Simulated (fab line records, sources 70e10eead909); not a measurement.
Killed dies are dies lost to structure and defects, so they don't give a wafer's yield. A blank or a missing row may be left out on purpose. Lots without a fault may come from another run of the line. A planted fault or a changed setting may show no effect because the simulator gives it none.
A struck lot beside a sound one | flow nand_harc | 41 steps out of a route of 1159
Sound: wafers L848.2, L848.4, L848.5. Struck: wafers L857.2, L857.3, L857.4. The cause comes at the end.
At each step with rows: each side's tool, then ch and its chambers, then its first start. Under that, the readings that differ: sound wafers | struck wafers | difference of the means | sigmas: that difference in standard deviations of wafers without a fault.
alike: readings whose means differ by less than 2 such deviations, and words and numbers that are the same on both sides. not compared: withheld readings, readings that some wafer has no value for, bounds like >300 that may hide the same value, and numbers for which the record gives no deviation and whose values overlap.
The two part at a step that has a row with sigmas, a row that says differs or no value, or rows on one side only. Numbers that don't overlap but have no deviation are shown without sigmas and don't part them. A reading that every wafer of one side lacks parts them only if that side has two wafers or more.

NHARC_THIN_TSV_CD_MEAS_12: target cd 1000 nm.
  sound on cd_sem-02 ch 0, day 20 01:37; struck on cd_sem-03 ch 0, day 21 09:35
  alike: cd_nm
then, 4 steps without rows for these wafers: NHARC_THIN_TSV_HARDBAKE_13 (time 80 s); NHARC_THIN_TSV_DESCUM_14 (chemistry O2, time 3 s); NHARC_THIN_TSV_ETCH_44 (etches the open film in CF4/O2, target depth 1594.2 nm, time 797.1 s); NHARC_THIN_TSV_ETCH_15 (target depth 3000 nm, bosch target overetch cycles 2, bosch etch step 2.8 s).
NHARC_THIN_TSV_CD_MEAS_16:
  sound on cd_sem-03, day 20 02:34; struck on cd_sem-01, day 21 10:32
  alike: cd_nm
NHARC_THIN_TSV_STRIP_45: strips in O2.
  sound on plasma_asher-02 ch 1, day 20 02:38; struck on plasma_asher-02 ch 0,1, day 21 10:40
  alike: drypump_motor_current_A, heater_power_w
  not compared: rf_hours_counter_h
then, 2 steps without rows for these wafers: NHARC_THIN_TSV_STRIP_46 (strips in post etch residue remover, time 1200 s); NHARC_THIN_TSV_DEP_47 (deposits SiO2, target thk 200 nm).
NHARC_THIN_TSV_ETCHBACK_48: etches the open film in C4F8/Ar, target depth 1028.5 nm, time 405.17 s.
  sound on rie_diel-05 ch 0,2, day 20 03:51; struck on rie_diel-10 ch 1,2,3, day 21 11:49
  alike: oes_product_au, rf_vpp_V
  not compared: rf_hours_counter_h
then, 2 steps without rows for these wafers: NHARC_THIN_TSV_STRIP_62 (strips in N2/H2, time 20 s); NHARC_THIN_TSV_DEGAS_49 (time 120 s).
NHARC_THIN_TSV_PRE_CLEAN_50: time 30 s.
  sound on pvd_sputter-01, day 20 05:03; struck on pvd_sputter-01, day 21 12:27
  alike: heater_power_w
then, 6 steps without rows for these wafers: NHARC_THIN_TSV_PVD_19 (deposits TaN, target thk 20 nm); NHARC_THIN_TSV_PVD_51 (deposits Cu, target thk 100 nm); NHARC_THIN_TSV_ECD_20 (material Cu, target thk 2000 nm); NHARC_THIN_TSV_ANNEAL_52 (time 90 s); NHARC_THIN_TSV_CMP_21 (polishes, t overpolish 30 s, target thk 2000 nm); NHARC_THIN_TSV_SRD_23.
NHARC_THIN_TSV_DEGAS_53: time 60 s.
  sound on pvd_sputter-02, day 20 06:57; struck on pvd_sputter-02, day 21 14:22
  alike: heater_power_w
NHARC_THIN_TSV_PRE_CLEAN_54: time 30 s.
  sound on pvd_sputter-02, day 20 07:02; struck on pvd_sputter-02, day 21 14:26
  alike: heater_power_w
then, 10 steps without rows for these wafers: NHARC_THIN_TSV_PVD_55 (deposits TiN, target thk 50 nm); NHARC_THIN_TSV_PVD_24 (deposits Al, target thk 800 nm); NHARC_THIN_TSV_DEHYDRATE_25 (time 120 s); NHARC_THIN_TSV_HMDS_26 (time 30 s); NHARC_THIN_TSV_COAT_27; NHARC_THIN_TSV_SOFTBAKE_28 (time 95 s); NHARC_THIN_TSV_EBR_29; NHARC_THIN_TSV_EXPOSE_30 (exposes mask PAD); NHARC_THIN_TSV_PEB_31 (peb time 85 s); NHARC_THIN_TSV_DEVELOP_32 (time 70 s).
NHARC_THIN_TSV_CD_MEAS_33: target cd 5000 nm.
  sound on cd_sem-03 ch 0, day 20 07:59; struck on cd_sem-01 ch 0, day 21 15:23
  alike: cd_nm
then, 3 steps without rows for these wafers: NHARC_THIN_TSV_HARDBAKE_34 (time 80 s); NHARC_THIN_TSV_DESCUM_35 (chemistry O2, time 3 s); NHARC_THIN_TSV_ETCH_59 (etches the open film in Cl2/BCl3, target depth 880 nm, time 138.1 s).
NHARC_THIN_TSV_ETCH_36: etches the open film in Cl2/BCl3, target depth 65 nm, time 18.571 s.
  sound on rie_metal-02 ch 0,1, day 20 08:32; struck on rie_metal-01 ch 0,1, day 21 15:56
  reading                     | sound       | struck      | difference | sigmas
  drypump_motor_current_A (A) | 6.4 6.7 6.7 | 6.0 5.7 6.0 | -0.7       | -2
  alike: he_backside_leak_sccm, oes_product_au
  not compared: rf_hours_counter_h
then, 2 steps without rows for these wafers: NHARC_THIN_TSV_STRIP_56 (strips in O2); NHARC_THIN_TSV_STRIP_57 (strips in post etch residue remover, time 1200 s).
NHARC_THIN_TSV_CD_MEAS_37:
  sound on cd_sem-02, day 20 09:26; struck on cd_sem-02, day 21 16:50
  alike: cd_nm
then, 1 step without rows for these wafers: NHARC_THIN_TSV_ANNEAL_58 (time 1800 s).
NHARC_END_SORT_01:
  the record has rows for the struck wafers here (prober-02 ch 0, day 22 01:15) and none for the sound ones

WHERE THEY PART
First at NHARC_THIN_TSV_ETCH_36; last, within this record, at NHARC_END_SORT_01.

WHY: what the simulator had put in
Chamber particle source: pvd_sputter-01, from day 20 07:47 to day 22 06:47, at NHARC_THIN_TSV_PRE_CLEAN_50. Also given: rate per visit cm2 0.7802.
